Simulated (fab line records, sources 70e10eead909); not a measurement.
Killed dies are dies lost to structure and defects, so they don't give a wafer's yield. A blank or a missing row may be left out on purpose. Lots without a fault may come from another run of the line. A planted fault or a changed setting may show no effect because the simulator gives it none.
Chamber matching | flow nand_harc | NHARC_A_CHANNEL_FILL_D2_STRIP_28 on rie_diel-05: 4 sister chambers
The step strips in O2, time 20 s. 4 wafers are shown with their chamber, then 7 later ones without.

WAFERS WITH THEIR CHAMBER
wafer  | chamber | showerhead_plenum_p_Torr (Torr)
L078.6 | 2       | 3.29
L092.4 | 1       | 3.64
L095.1 | 3       | 3.34
L095.3 | 0       | 3.51

WAFERS WITHOUT THEIR CHAMBER
wafer  | showerhead_plenum_p_Torr (Torr)
L095.6 | 3.51
L096.1 | 3.34
L096.2 | 3.51
L096.3 | 3.27
L097.1 | 3.64
L097.2 | 3.51
L097.3 | 3.33

WHICH CHAMBER EACH WENT THROUGH
wafer  | from the rows above | in truth
L095.6 | 0                   | 0
L096.1 | 3                   | 3
L096.2 | 0                   | 0
L096.3 | 2                   | 2
L097.1 | 1                   | 1
L097.2 | 0                   | 0
L097.3 | 3                   | 3
Placed correctly: 7 of 7. Can't be placed from these rows: 0. Placed wrongly: 0.
How it was worked out, from the rows above alone: a wafer's distance from a chamber is the root of the sum, over the readings, of the square of ((its reading less the chamber's mean) divided by the reading's scatter). The wafer belongs to the nearest chamber; if the next one is less than 2 further off, it can't be placed. A chamber's mean is the mean of its shown wafers. The scatter: with one shown wafer a chamber, the root of the mean of the squares of how far each hidden wafer lies from its nearest shown one.
